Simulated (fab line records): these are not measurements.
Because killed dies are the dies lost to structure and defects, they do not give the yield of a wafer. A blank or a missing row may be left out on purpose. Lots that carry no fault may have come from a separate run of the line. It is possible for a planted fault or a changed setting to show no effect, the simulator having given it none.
Which of the tools did it? + flow n5_finfet + Sampling: 24 lots, 72 wafers, 4 of 1938 route steps

WHAT THE GAUGES SHOWED, per wafer
N5_BEOL_M3_CD_MEAS_35: target cd 18 nm, target cd y 21 nm.
| lot  | measured     | on        | cd_nm (nm)     |
|------|--------------|-----------|----------------|
| L074 | day 7 05:11  | cd_sem-01 | 18.2 18.2 18.0 |
| L075 | day 7 07:45  | cd_sem-01 | 17.6 17.3 17.5 |
| L076 | day 7 12:29  | cd_sem-02 | 18.2 18.5 18.7 |
| L077 | day 7 23:53  | cd_sem-03 | 18.1 18.0 17.7 |
| L078 | day 8 09:14  | cd_sem-03 | 17.9 18.2 18.7 |
| L079 | day 8 20:49  | cd_sem-03 | 17.6 18.0 18.1 |
| L080 | day 9 05:29  | cd_sem-02 | 17.9 18.4 18.1 |
| L081 | day 9 05:57  | cd_sem-03 | 18.1 17.9 18.1 |
| L082 | day 9 11:57  | cd_sem-02 | 18.2 17.9 18.1 |
| L083 | day 9 11:59  | cd_sem-03 | 17.7 17.8 17.8 |
| L084 | day 9 23:56  | cd_sem-01 | 18.0 17.7 17.7 |
| L085 | day 10 05:05 | cd_sem-01 | 18.0 17.8 17.9 |
| L086 | day 10 12:53 | cd_sem-02 | 18.2 18.4 17.7 |
| L087 | day 10 19:51 | cd_sem-01 | 18.1 18.4 17.4 |
| L088 | day 10 19:59 | cd_sem-02 | 18.2 18.3 18.1 |
| L089 | day 11 08:50 | cd_sem-03 | 17.8 17.8 17.8 |
| L090 | day 11 14:06 | cd_sem-03 | 17.7 18.0 18.2 |
| L091 | day 11 18:02 | cd_sem-02 | 17.9 17.4 18.2 |
| L093 | day 11 18:02 | cd_sem-01 | 17.7 18.5 18.1 |
| L092 | day 11 22:42 | cd_sem-01 | 18.4 18.7 18.3 |
| L094 | day 13 04:38 | cd_sem-03 | 17.3 18.3 17.8 |
| L095 | day 13 07:43 | cd_sem-03 | 18.0 17.6 17.1 |
| L097 | day 13 10:52 | cd_sem-03 | 18.7 18.0 18.3 |
| L096 | day 13 08:08 | cd_sem-02 | 18.0 18.1 17.3 |

WHAT TOOL EACH LOT RAN ON (gives the tool, then ch and the chambers of the sampled wafers, and finally the start)
| lot  | N5_BEOL_M3_STRIP_19                | N5_BEOL_M3_ETCH_77                 | N5_BEOL_M3_TRENCH_ETCH_37                     |
|------|------------------------------------|------------------------------------|-----------------------------------------------|
| L074 | rie_diel-06 ch 0,1,2, day 7 00:53  | rie_diel-01 ch 0,1,3, day 7 02:01  | rie_diel-06 ch 0,1,2, day 7 05:11 or earlier  |
| L075 | rie_diel-06 ch 1,2, day 7 05:44    | rie_diel-01 ch 0,1,2, day 7 06:17  | rie_diel-02 ch 0,3, day 7 07:45 or earlier    |
| L076 | rie_diel-01 ch 0,1,2, day 7 05:55  | rie_diel-02 ch 0,2,3, day 7 06:31  | rie_diel-02 ch 0,2,3, day 7 12:29 or earlier  |
| L077 | rie_diel-01 ch 0,1,3, day 7 14:29  | rie_diel-02 ch 0,2,3, day 7 15:09  | rie_diel-06 ch 1,3, day 7 23:53 or earlier    |
| L078 | rie_diel-02 ch 1,2, day 8 05:45    | rie_diel-06 ch 0,3, day 8 06:25    | rie_diel-02 ch 0,2, day 8 09:14 or earlier    |
| L079 | rie_diel-02 ch 1,2,3, day 8 13:02  | rie_diel-06 ch 1,2,3, day 8 13:52  | rie_diel-02 ch 0,2, day 8 20:49 or earlier    |
| L080 | rie_diel-01 ch 1,3, day 8 18:33    | rie_diel-02 ch 1,3, day 8 19:07    | rie_diel-01 ch 2,3, day 9 05:29 or earlier    |
| L081 | rie_diel-06 ch 1,2,3, day 9 02:50  | rie_diel-06 ch 1,2,3, day 9 03:31  | rie_diel-06 ch 1,3, day 9 05:57 or earlier    |
| L082 | rie_diel-06 ch 1,2,3, day 9 10:15  | rie_diel-01 ch 0,1,2, day 9 11:02  | rie_diel-01 ch 0,1,2, day 9 11:57 or earlier  |
| L083 | rie_diel-06 ch 0,2, day 9 10:21    | rie_diel-02 ch 0,2, day 9 11:05    | rie_diel-06 ch 0,1, day 9 11:59 or earlier    |
| L084 | rie_diel-01 ch 1,2, day 9 20:15    | rie_diel-01 ch 0,2, day 9 20:48    | rie_diel-01 ch 0,1,2, day 9 23:56 or earlier  |
| L085 | rie_diel-06 ch 2,3, day 10 01:49   | rie_diel-06 ch 2,3, day 10 02:22   | rie_diel-01 ch 0,1,2, day 10 05:05 or earlier |
| L086 | rie_diel-06 ch 0,2, day 10 04:26   | rie_diel-01 ch 0,2, day 10 04:59   | rie_diel-01 ch 1,3, day 10 12:53 or earlier   |
| L087 | rie_diel-06 ch 1,2, day 10 14:39   | rie_diel-01 ch 1,2,3, day 10 15:11 | rie_diel-06 ch 1,2,3, day 10 19:51 or earlier |
| L088 | rie_diel-02 ch 1,2,3, day 10 14:56 | rie_diel-01 ch 0,1,3, day 10 15:28 | rie_diel-02 ch 1,2,3, day 10 19:59 or earlier |
| L089 | rie_diel-01 ch 0,2,3, day 11 00:40 | rie_diel-06 ch 0,3, day 11 01:13   | rie_diel-01 ch 0,2, day 11 08:50 or earlier   |
| L090 | rie_diel-02 ch 1,2, day 11 05:07   | rie_diel-01 ch 0,1,3, day 11 05:40 | rie_diel-02 ch 0,1,3, day 11 14:06 or earlier |
| L091 | rie_diel-02 ch 2,3, day 11 08:02   | rie_diel-02 ch 1,2,3, day 11 08:45 | rie_diel-02 ch 0,1,2, day 11 18:02 or earlier |
| L093 | rie_diel-01 ch 1,2,3, day 11 09:11 | rie_diel-02 ch 1,2,3, day 11 09:52 | rie_diel-01 ch 0,2,3, day 11 18:02 or earlier |
| L092 | rie_diel-06 ch 0,1,2, day 11 10:35 | rie_diel-02 ch 1,2,3, day 11 11:16 | rie_diel-02 ch 0,1,2, day 11 22:42 or earlier |
| L094 | rie_diel-02 ch 1,2, day 12 14:33   | rie_diel-01 ch 1,3, day 12 15:16   | rie_diel-06 ch 0,1,3, day 13 04:38 or earlier |
| L095 | rie_diel-01 ch 2,3, day 12 19:24   | rie_diel-02 ch 0,2, day 12 20:05   | rie_diel-06 ch 2,3, day 13 07:43 or earlier   |
| L097 | rie_diel-01 ch 0,1,2, day 12 23:20 | rie_diel-02 ch 0,2, day 12 23:53   | rie_diel-06 ch 0,1,3, day 13 10:52 or earlier |
| L096 | rie_diel-06 ch 0,2,3, day 13 01:24 | rie_diel-02 ch 0,1,3, day 13 02:04 | rie_diel-01 ch 1,2,3, day 13 08:08 or earlier |
- N5_BEOL_M3_STRIP_19: strips in O2.
- N5_BEOL_M3_ETCH_77: etches underlayer in N2/H2, target depth 6.5 nm, time 5.2 s.
- N5_BEOL_M3_TRENCH_ETCH_37: etches SiOC in C4F6/O2, target depth 55.555 nm, time 29.2 s.

AS READ BY THE TOOLS THEMSELVES (means over the sampled wafers that have a number; for cases with no such wafer, the mark the record gives instead)
N5_BEOL_M3_STRIP_19.
| lot  | tool        | drypump_motor_current_A (A) | oes_product_au (a.u.) | rf_vpp_V (V) | showerhead_plenum_p_Torr (Torr) | throttle_valve_pct (%) |
|------|-------------|-----------------------------|-----------------------|--------------|---------------------------------|------------------------|
| L074 | rie_diel-06 | 5.5                         | 0.70                  | 3.5          | 2.11                            | 16.82                  |
| L075 | rie_diel-06 | 5.4                         | 0.69                  | 3.9          | 2.11                            | 16.77                  |
| L076 | rie_diel-01 | 5.8                         | 0.81                  | 3.7          | 2.09                            | 16.59                  |
| L077 | rie_diel-01 | 5.9                         | 0.84                  | 3.5          | 2.14                            | 16.70                  |
| L078 | rie_diel-02 | 5.4                         | 0.75                  | 3.0          | 2.06                            | 16.54                  |
| L079 | rie_diel-02 | 5.8                         | 0.71                  | 4.0          | 2.09                            | 16.69                  |
| L080 | rie_diel-01 | 6.1                         | 0.85                  | 3.6          | 2.16                            | 16.59                  |
| L081 | rie_diel-06 | 5.4                         | 0.75                  | 4.2          | 2.12                            | 16.68                  |
| L082 | rie_diel-06 | 5.4                         | 0.75                  | 3.3          | 2.12                            | 16.68                  |
| L083 | rie_diel-06 | 5.4                         | 0.80                  | 4.2          | 2.13                            | 16.76                  |
| L084 | rie_diel-01 | 6.1                         | 0.82                  | 3.4          | 2.05                            | 16.45                  |
| L085 | rie_diel-06 | 5.3                         | 0.76                  | 3.6          | 2.15                            | 16.73                  |
| L086 | rie_diel-06 | 5.7                         | 0.86                  | 3.5          | 2.10                            | 16.64                  |
| L087 | rie_diel-06 | 5.4                         | 0.89                  | 3.7          | 2.10                            | 16.50                  |
| L088 | rie_diel-02 | 5.8                         | 0.71                  | 3.6          | 2.08                            | 16.71                  |
| L089 | rie_diel-01 | 5.6                         | 0.76                  | 3.4          | 2.13                            | 16.69                  |
| L090 | rie_diel-02 | 5.4                         | 0.72                  | 3.3          | 2.06                            | 16.60                  |
| L091 | rie_diel-02 | 6.0                         | 0.68                  | 3.8          | 2.13                            | 16.87                  |
| L093 | rie_diel-01 | 6.0                         | 0.79                  | 4.1          | 2.10                            | 16.53                  |
| L092 | rie_diel-06 | 5.5                         | 0.86                  | 3.9          | 2.10                            | 16.60                  |
| L094 | rie_diel-02 | 5.6                         | 0.70                  | 3.5          | 2.11                            | 16.75                  |
| L095 | rie_diel-01 | 5.7                         | 0.73                  | 3.4          | 2.11                            | 16.51                  |
| L097 | rie_diel-01 | 5.8                         | 0.77                  | 4.2          | 2.07                            | 16.67                  |
| L096 | rie_diel-06 | 5.5                         | 0.80                  | 3.9          | 2.11                            | 16.65                  |

N5_BEOL_M3_ETCH_77.
| lot  | tool        | drypump_motor_current_A (A) | etch_rf_on_time_s (s) | h2_flow_sccm (sccm) | oes_product_au (a.u.) | rf_vpp_V (V) | showerhead_plenum_p_Torr (Torr) | throttle_valve_pct (%) |
|------|-------------|-----------------------------|-----------------------|---------------------|-----------------------|--------------|---------------------------------|------------------------|
| L074 | rie_diel-01 | 5.9                         | 5.17                  | 199.8               | 0.73                  | 524.6        | 2.56                            | 17.72                  |
| L075 | rie_diel-01 | 5.8                         | 5.14                  | 199.7               | 0.69                  | 523.6        | 2.53                            | 17.78                  |
| L076 | rie_diel-02 | 6.0                         | 5.20                  | 200.4               | 0.60                  | 523.2        | 2.51                            | 18.04                  |
| L077 | rie_diel-02 | 6.0                         | 5.29                  | 200.6               | 0.59                  | 523.2        | 2.51                            | 18.05                  |
| L078 | rie_diel-06 | 5.8                         | 5.14                  | 200.5               | 0.65                  | 524.4        | 2.52                            | 17.85                  |
| L079 | rie_diel-06 | 5.4                         | 5.11                  | 199.7               | 0.64                  | 525.1        | 2.58                            | 17.87                  |
| L080 | rie_diel-02 | 5.6                         | 5.29                  | 200.5               | 0.62                  | 522.1        | 2.46                            | 17.72                  |
| L081 | rie_diel-06 | 5.4                         | 5.11                  | 199.9               | 0.63                  | 523.6        | 2.58                            | 17.86                  |
| L082 | rie_diel-01 | 5.8                         | 5.16                  | 200.8               | 0.68                  | 522.8        | 2.52                            | 17.80                  |
| L083 | rie_diel-02 | 5.9                         | 5.14                  | 200.5               | 0.59                  | 522.0        | 2.47                            | 18.22                  |
| L084 | rie_diel-01 | 5.5                         | 5.10                  | 199.2               | 0.66                  | 523.6        | 2.55                            | 17.92                  |
| L085 | rie_diel-06 | 5.3                         | 5.13                  | 200.5               | 0.65                  | 526.4        | 2.61                            | 17.97                  |
| L086 | rie_diel-01 | 5.4                         | 5.13                  | 199.6               | 0.66                  | 524.2        | 2.55                            | 17.91                  |
| L087 | rie_diel-01 | 6.0                         | 5.23                  | 200.1               | 0.68                  | 523.7        | 2.55                            | 17.71                  |
| L088 | rie_diel-01 | 5.9                         | 5.19                  | 200.1               | 0.70                  | 525.2        | 2.56                            | 17.72                  |
| L089 | rie_diel-06 | 5.8                         | 5.00                  | 200.3               | 0.78                  | 523.6        | 2.51                            | 17.65                  |
| L090 | rie_diel-01 | 5.9                         | 5.26                  | 200.1               | 0.69                  | 524.9        | 2.55                            | 17.75                  |
| L091 | rie_diel-02 | 5.8                         | 5.36                  | 199.8               | 0.59                  | 523.8        | 2.51                            | 17.89                  |
| L093 | rie_diel-02 | 5.8                         | 5.30                  | 200.1               | 0.59                  | 522.7        | 2.51                            | 17.88                  |
| L092 | rie_diel-02 | 5.8                         | 5.36                  | 200.1               | 0.59                  | 523.2        | 2.51                            | 17.89                  |
| L094 | rie_diel-01 | 6.1                         | 5.29                  | 200.0               | 0.69                  | 524.7        | 2.58                            | 17.67                  |
| L095 | rie_diel-02 | 5.9                         | 5.11                  | 199.6               | 0.74                  | 527.5        | 2.68                            | 17.99                  |
| L097 | rie_diel-02 | 5.9                         | 5.13                  | 200.4               | 0.73                  | 527.1        | 2.68                            | 17.99                  |
| L096 | rie_diel-02 | 5.8                         | 5.25                  | 199.8               | 0.74                  | 523.9        | 2.54                            | 17.71                  |

N5_BEOL_M3_TRENCH_ETCH_37.
| lot  | tool        | drypump_motor_current_A (A) | mfc_ar_sccm (sccm) | oes_ar_750_au (a.u.) | oes_product_au (a.u.) | rf_vpp_V (V) | showerhead_plenum_p_Torr (Torr) | throttle_valve_pct (%) |
|------|-------------|-----------------------------|--------------------|----------------------|-----------------------|--------------|---------------------------------|------------------------|
| L074 | rie_diel-06 | 5.5                         | 299.4              | 0.71                 | 0.70                  | 665          | 2.86                            | 20.97                  |
| L075 | rie_diel-02 | 6.2                         | 299.8              | 0.68                 | 0.68                  | 654          | 2.78                            | 21.08                  |
| L076 | rie_diel-02 | 6.0                         | 300.6              | 0.71                 | 0.70                  | 658          | 2.82                            | 21.06                  |
| L077 | rie_diel-06 | 5.5                         | 301.3              | 0.83                 | 0.83                  | 667          | 2.87                            | 20.68                  |
| L078 | rie_diel-02 | 5.9                         | 300.1              | 0.71                 | 0.70                  | 663          | 2.78                            | 21.26                  |
| L079 | rie_diel-02 | 5.9                         | 300.1              | 0.71                 | 0.70                  | 664          | 2.78                            | 21.26                  |
| L080 | rie_diel-01 | 5.8                         | 300.0              | 0.79                 | 0.79                  | 660          | 2.93                            | 20.70                  |
| L081 | rie_diel-06 | 5.5                         | 300.1              | 0.74                 | 0.73                  | 670          | 2.84                            | 20.76                  |
| L082 | rie_diel-01 | 5.8                         | 299.7              | 0.80                 | 0.79                  | 669          | 2.84                            | 20.85                  |
| L083 | rie_diel-06 | 5.6                         | 299.6              | 0.77                 | 0.76                  | 668          | 2.80                            | 20.77                  |
| L084 | rie_diel-01 | 5.8                         | 299.6              | 0.79                 | 0.80                  | 666          | 2.84                            | 20.86                  |
| L085 | rie_diel-01 | 5.8                         | 299.7              | 0.79                 | 0.78                  | 667          | 2.84                            | 20.88                  |
| L086 | rie_diel-01 | 6.3                         | 299.5              | 0.84                 | 0.84                  | 668          | 2.85                            | 20.76                  |
| L087 | rie_diel-06 | 5.4                         | 299.6              | 0.85                 | 0.85                  | 668          | 2.88                            | 20.79                  |
| L088 | rie_diel-02 | 5.8                         | 300.9              | 0.71                 | 0.70                  | 651          | 2.81                            | 20.77                  |
| L089 | rie_diel-01 | 5.5                         | 300.1              | 0.76                 | 0.75                  | 666          | 2.86                            | 21.00                  |
| L090 | rie_diel-02 | 5.8                         | 299.8              | 0.80                 | 0.79                  | 657          | 2.85                            | 20.88                  |
| L091 | rie_diel-02 | 5.6                         | 299.6              | 0.81                 | 0.80                  | 660          | 2.89                            | 20.87                  |
| L093 | rie_diel-01 | 5.6                         | 300.2              | 0.77                 | 0.76                  | 662          | 2.89                            | 20.87                  |
| L092 | rie_diel-02 | 5.6                         | 298.7              | 0.81                 | 0.80                  | 660          | 2.89                            | 20.88                  |
| L094 | rie_diel-06 | 5.6                         | 299.0              | 0.89                 | 0.89                  | 664          | 2.82                            | 20.61                  |
| L095 | rie_diel-06 | 5.3                         | 300.1              | 0.74                 | 0.73                  | 666          | 2.92                            | 21.06                  |
| L097 | rie_diel-06 | 5.6                         | 299.9              | 0.89                 | 0.88                  | 664          | 2.82                            | 20.62                  |
| L096 | rie_diel-01 | 6.0                         | 299.8              | 0.78                 | 0.77                  | 663          | 2.86                            | 20.76                  |

THE ANSWER, worked out from the rows above alone
Rule: the lots themselves supply what counts as usual. Put in order of their means at a reading, lots are off if they are a third of the lots or fewer, leave a main group of 4 or more, and stand apart from it by a gap of 3 or more times the standard deviation of the main group's means; of several such gaps the widest counts. A main group is skipped when, at the precision printed for the reading in the tables above, its means are all equal. A lot without any number at a reading at which 4 lots or more have one is off too. Where the step has rows for the other lots, those lots are counted as sound. Order of review: gauges by route order, followed by the tools' own readings, for which a lot's mean as printed above is used. At the first step where some lot is off, the reading lying furthest off is the one used; lots without a number count as furthest.
None of the lots is off at any reading shown; this tells nothing.

WHAT THE SIMULATOR PUT IN
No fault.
